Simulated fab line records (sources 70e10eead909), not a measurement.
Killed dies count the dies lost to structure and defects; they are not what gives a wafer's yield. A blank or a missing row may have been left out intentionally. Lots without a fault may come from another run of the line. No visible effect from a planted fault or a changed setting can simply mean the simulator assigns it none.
Problem report in the 8D (eight disciplines) form, filled by code | flow nand-harc | the parts of the form that need people (team, actions taken, sign-off) are left out

## 1. THE ISSUE
cd-nm at NHARC_A_CHANNEL_HOLE_D1_CD_MEAS_10 reads a mean of 88.3 nm on 12 wafers of 4 lots; wafers without a fault read 100.1 nm with a standard deviation of 0.53. That is -22 standard deviations from the usual mean.
The step: target cd 100 nm.
First observed at day 13 01:07: wafer L269.1, on cd-sem-03. Wafers with a number at this step in the record: 30, from 10 lots. Rule for "out" (also "out of limits"): further than 4 standard deviations from the usual mean. The other wafers with a number count as sound.

## 2. WHAT IT IS, AND WHAT IT ISN'T
question                    | is                     | is not
which readings at this step | cd-nm                  | -
which lots                  | L269, L270, L272, L273 | L259, L261, L263, L276, L278, L281
which wafers of those lots  | all that have a number | -
read on which gauges        | cd-sem-01, cd-sem-03   | cd-sem-02
when                        | from day 13 01:07      | up to then (9 sound wafers); but 9 sound wafers of L276, L278, L281 came after

## 3. THE SUSPECTS, EACH WITH WHAT RULES IT OUT
Counting: a tool at any process step up to the reading remains a suspect when it ran all the lots that are out and ran no sound lot after the first of those.
- the gauge at NHARC_A_CHANNEL_HOLE_D1_CD_MEAS_10 is ruled out. The wafers that are out were read on 2 gauges (cd-sem-01, cd-sem-03).
- arfi-scanner-01 at NHARC_A_CHANNEL_HOLE_D1_EXPOSE_07 (exposes mask HOLE D1, target cd 100 nm): kept. Every lot that is out went through it, starting with L269 (day 13 00:58), and after that it ran no sound lot; the last sound lot it ran before then is L261 (day 9 20:57). Out on those wafers are its own readings of exposure-dose-mJ-cm2.
Left after counting: arfi-scanner-01 at NHARC_A_CHANNEL_HOLE_D1_EXPOSE_07.

## 4. THE CAUSE (what the simulator had put in)
Drift in process parameters on arfi-scanner-01 at NHARC_A_CHANNEL_HOLE_D1_EXPOSE_07, starting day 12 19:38. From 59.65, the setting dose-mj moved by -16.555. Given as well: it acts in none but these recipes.
Only this tool survived the counting.

## 5. SEQUENCE OF EFFECTS, ordered by route
Rows list readings where the struck wafers' mean (over those with a number) sits beyond 3 standard deviations from the usual. Scope: only readings with a usual standard deviation given in the record; hours: median across lots of the time from each lot's start at the first step in this table that gives one to its start at this step; sigmas: change in usual standard deviations.
hours | step                               | reading              | usual    | on struck wafers | change | sigmas
0     | NHARC_A_CHANNEL_HOLE_D1_EXPOSE_07  | exposure-dose-mJ-cm2 | 59.69    | 47.01            | -12.68 | -99 or more
0     | NHARC_A_CHANNEL_HOLE_D1_CD_MEAS_10 | cd-nm                | 100.1 nm | 88.3             | -11.8  | -22
5     | NHARC_A_CHANNEL_HOLE_D1_CD_MEAS_18 | cd-nm                | 100 nm   | 89               | -11    | -3.6
19    | NHARC_A_CHANNEL_HOLE_D1_CD_MEAS_30 | cd-nm                | 90.9 nm  | 79.2             | -11.7  | -6.5
22    | NHARC_A_CHANNEL_HOLE_D1_XSEM_31    | bot-cd-nm            | 75.6 nm  | 63.6             | -12.0  | -6.7
383   | NHARC_END_SORT_01                  | killed-at-array      | 52       | 108              | +56    | +3.1
383   | NHARC_END_SORT_01                  | killed-dies          | 56       | 113              | +57    | +3.3
Here are the process steps it includes:
- NHARC_A_CHANNEL_HOLE_D1_EXPOSE_07: exposes mask HOLE D1, target cd 100 nm.
- NHARC_A_CHANNEL_HOLE_D1_XSEM_31

## 6. HOW IT WOULD HAVE BEEN CAUGHT EARLIER
In this record the first reading out of limits at a measuring or inspecting step was taken at day 13 01:07, 5 hours after the fault began at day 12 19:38.
At NHARC_A_CHANNEL_HOLE_D1_EXPOSE_07, the tool's own readings (exposure-dose-mJ-cm2) were out on each struck wafer the step has a row for, so an alarm limit on them would have fired on the first such wafer.
Of the lots that are out (4), L270, L272, L273 began NHARC_A_CHANNEL_HOLE_D1_EXPOSE_07 on arfi-scanner-01 after day 13 01:07. A hold on the tool at that time would have spared those 3.
